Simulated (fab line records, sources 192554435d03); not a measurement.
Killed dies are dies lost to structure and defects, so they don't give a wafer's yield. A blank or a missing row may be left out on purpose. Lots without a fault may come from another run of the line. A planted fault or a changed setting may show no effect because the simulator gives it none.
Chamber matching | flow n5_finfet | N5_BEOL_M9_STRIP_36 on rie_diel-03: 4 sister chambers
The step strips in N2/H2. 14 wafers are shown with their chamber, then 7 later ones without.

WAFERS WITH THEIR CHAMBER
wafer  | chamber | showerhead_plenum_p_Torr (Torr) | drypump_motor_current_A (A) | throttle_valve_pct (%)
L074.3 | 3       | 2.53                            | 5.1                         | 23.8
L074.5 | 1       | 2.43                            | 5.7                         | 24.2
L074.6 | 2       | 2.59                            | 5.3                         | 23.7
L080.1 | 1       | 2.43                            | 5.7                         | 24.1
L080.3 | 2       | 2.58                            | 5.3                         | 23.7
L080.6 | 3       | 2.52                            | 5.1                         | 23.8
L081.1 | 3       | 2.52                            | 5.1                         | 23.9
L081.2 | 1       | 2.43                            | 5.7                         | 24.1
L081.5 | 0       | 2.60                            | 5.7                         | 24.0
L083.2 | 3       | 2.52                            | 5.0                         | 23.9
L083.4 | 3       | 2.52                            | 5.0                         | 23.9
L083.6 | 0       | 2.60                            | 5.6                         | 24.0
L086.2 | 1       | 2.42                            | 5.7                         | 24.2
L086.3 | 2       | 2.58                            | 5.3                         | 23.2

SIGNATURES (means of the wafers above)
reading                  | chamber 0 | chamber 1 | chamber 2 | chamber 3 | scatter within a chamber
showerhead_plenum_p_Torr | 2.6000    | 2.4275    | 2.5833    | 2.5220    | 0.00471
drypump_motor_current_A  | 5.650     | 5.700     | 5.300     | 5.060     | 0.0412
throttle_valve_pct       | 24.000    | 24.150    | 23.533    | 23.860    | 0.137
Rule: a wafer's distance from a chamber is the root of the sum, over the readings, of the square of ((its reading less the chamber's mean) divided by the reading's scatter). The wafer belongs to the nearest chamber; if the next one is less than 2 further off, it can't be placed. The scatter: the root of (the sum of the squares of (reading less its chamber's mean) over the shown wafers, divided by (wafers less chambers)).

WAFERS WITHOUT THEIR CHAMBER
wafer  | showerhead_plenum_p_Torr (Torr) | drypump_motor_current_A (A) | throttle_valve_pct (%)
L086.5 | 2.42                            | 5.7                         | 24.1
L085.1 | 2.58                            | 5.3                         | 23.2
L085.2 | 2.51                            | 5.0                         | 23.9
L085.5 | 2.60                            | 5.6                         | 23.5
L094.2 | 2.42                            | 5.7                         | 24.2
L094.4 | 2.59                            | 5.6                         | 23.5
L094.5 | 2.42                            | 5.7                         | 24.2

WHICH CHAMBER EACH WENT THROUGH
wafer  | from the rows above | in truth
L086.5 | 1                   | 1
L085.1 | 2                   | 2
L085.2 | 3                   | 3
L085.5 | 0                   | 0
L094.2 | 1                   | 1
L094.4 | 0                   | 0
L094.5 | 1                   | 1
Placed correctly: 7 of 7. Can't be placed from these rows: 0. Placed wrongly: 0.
